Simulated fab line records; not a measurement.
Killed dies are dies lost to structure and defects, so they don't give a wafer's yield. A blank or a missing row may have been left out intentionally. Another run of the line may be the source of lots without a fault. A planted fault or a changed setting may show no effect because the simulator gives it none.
A struck lot beside a sound one    flow nand harc    27 out of 1159 route steps
Sound: the wafers L265.2, L265.4, L265.5. Struck: wafers L279.1, L279.3, L279.5. At the end, the cause is stated.
For every step that has rows: the tool of each side, followed by ch and its chambers, followed by its first start. Under that, the readings that differ: sound wafers    struck wafers    difference of the means    sigmas: that difference in standard deviations of wafers without a fault.
alike: same words and numbers on both sides, and readings whose means sit less than 2 such deviations apart. not compared: any withheld reading, any reading some wafer has no value for, any bound like >300 that may hide the same value, and any number with overlapping values for which the record gives no deviation.
The two part at a step that has a row with sigmas, a row that says differs or no value, or rows on one side only. Numbers that have no deviation but don't overlap get no sigmas and don't part them. Lack of a reading on every wafer of one side parts them only where that side has two or more wafers.

first, 7 steps without rows for these wafers: NHARC_A_SLIT_HMDS_02 (time 30 s); NHARC_A_SLIT_COAT_03 (resist thk 90 nm); NHARC_A_SLIT_SOFTBAKE_04 (time 55 s); NHARC_A_SLIT_EBR_05; NHARC_A_SLIT_EXPOSE_06 (exposes mask SLIT); NHARC_A_SLIT_PEB_07 (peb time 65 s); NHARC_A_SLIT_DEVELOP_08 (develop time 35 s).
NHARC_A_SLIT_CD_MEAS_09 targets a cd of 300 nm.
  sound on cd sem-03 ch 0, day 14 14:34; struck on cd sem-02 ch 0, day 17 16:14
  alike: cd nm
NHARC_A_SLIT_OVL_MEAS_10:
  sound on overlay-01, day 14 14:39; struck on overlay-02, day 17 16:19
  alike: overlay x nm, overlay y nm
NHARC_A_SLIT_INSPECT_11:
  sound on defect inspect-02, day 14 14:41; struck on defect inspect-01, day 17 16:22
  alike: raw defect count
then, 1 step without rows for these wafers: NHARC_A_SLIT_DESCUM_14 (chemistry O2, time 3 s).
NHARC_A_SLIT_ETCH_24: etches the open film in CF4/CHF3, target depth 121 nm, time 60.5 s.
  sound on rie diel-01 ch 0,1, day 14 14:50; struck on rie diel-01 ch 0,2, day 17 16:32
  alike: chf3 flow sccm, drypump motor current A, oes product au, rf vpp V, showerhead plenum p Torr, throttle valve pct
  not compared: rf hours counter h
NHARC_A_SLIT_ETCH_15: etches the open film in O2/COS, target depth 3200 nm, time 832 s.
  sound on rie diel-01 ch 0,1, day 14 14:55; struck on rie diel-01 ch 0,1,2, day 17 16:37
  alike: drypump motor current A, oes product au, rf vpp V, showerhead plenum p Torr, throttle valve pct
  not compared: rf hours counter h
NHARC_A_SLIT_ETCH_17: etches the open film in C4F8/O2/Ar, time 1687.5 s, target depth 10100 nm.
  sound on har etch-01 ch 0,1, day 14 15:46; struck on har etch-02 ch 0,1, day 17 17:35
  alike: drypump motor current A, showerhead plenum p Torr, throttle valve pct
  not compared: rf hours counter h
NHARC_A_SLIT_ETCH_26: etches the open film in C4F8/O2/Ar, time 90 s, target depth 400 nm.
  sound on har etch-01 ch 0,1, day 14 17:03; struck on har etch-02 ch 0,1, day 17 18:52
  alike: drypump motor current A, showerhead plenum p Torr, throttle valve pct
  not compared: rf hours counter h
then, 2 steps without rows for these wafers: NHARC_A_SLIT_STRIP_28 (strips in O2/COS); NHARC_A_SLIT_ETCH_29 (etches the open film in CF4/O2, target depth 100 nm, overetch 10 nm, time 55 s).
NHARC_A_SLIT_STRIP_18: strips in O2.
  sound: rie diel-01 ch 0,1,2; struck: rie diel-03 ch 1,3
  alike: drypump motor current A, oes product au, rf vpp V, showerhead plenum p Torr, throttle valve pct
  not compared: rf hours counter h
then, 2 steps without rows for these wafers: NHARC_A_SLIT_PRECLEAN_19 (cleans in SC1); NHARC_A_SLIT_SRD_20.
NHARC_A_SLIT_CD_MEAS_21:
  sound on cd sem-03, day 14 18:11; struck on cd sem-02, day 17 19:59
  alike: cd nm
then, 3 steps without rows for these wafers: NHARC_A_SIN_REMOVE_WET_00 (chemistry H3PO4, time 15300 s); NHARC_A_SIN_REMOVE_PRECLEAN_01 (cleans in SC1); NHARC_A_SIN_REMOVE_SRD_02.
NHARC_A_SIN_REMOVE_INSPECT_04:
  sound on defect inspect-01, day 15 01:35; struck on defect inspect-01, day 18 03:24
reading           sound        struck       difference  sigmas
raw defect count  297 202 339  749 741 758  +470        +5
NHARC_A_WL_FILL_ALD_00: deposits Al2O3, target thk 3 nm, pulse time 3 s, ald cycles 30.
  sound on ald hk-03 ch 1,2,3, day 15 03:53; struck on ald hk-02 ch 0,1, day 18 03:46
  alike: heater power w, precursor pulse height rel
-- record jumps: 5 days between struck wafers' starts before vs after; left off in module A_WL_FILL, resumes in module END, first step shown is number 1159 of the route --
NHARC_END_SORT_01:
  here the record holds rows for the struck wafers (prober-01 ch 0, day 23 02:26) but none for the sound ones

WHERE THEY PART
First at NHARC_A_SIN_REMOVE_INSPECT_04; last, within this record, at NHARC_END_SORT_01.

WHY: whatever the simulator had introduced
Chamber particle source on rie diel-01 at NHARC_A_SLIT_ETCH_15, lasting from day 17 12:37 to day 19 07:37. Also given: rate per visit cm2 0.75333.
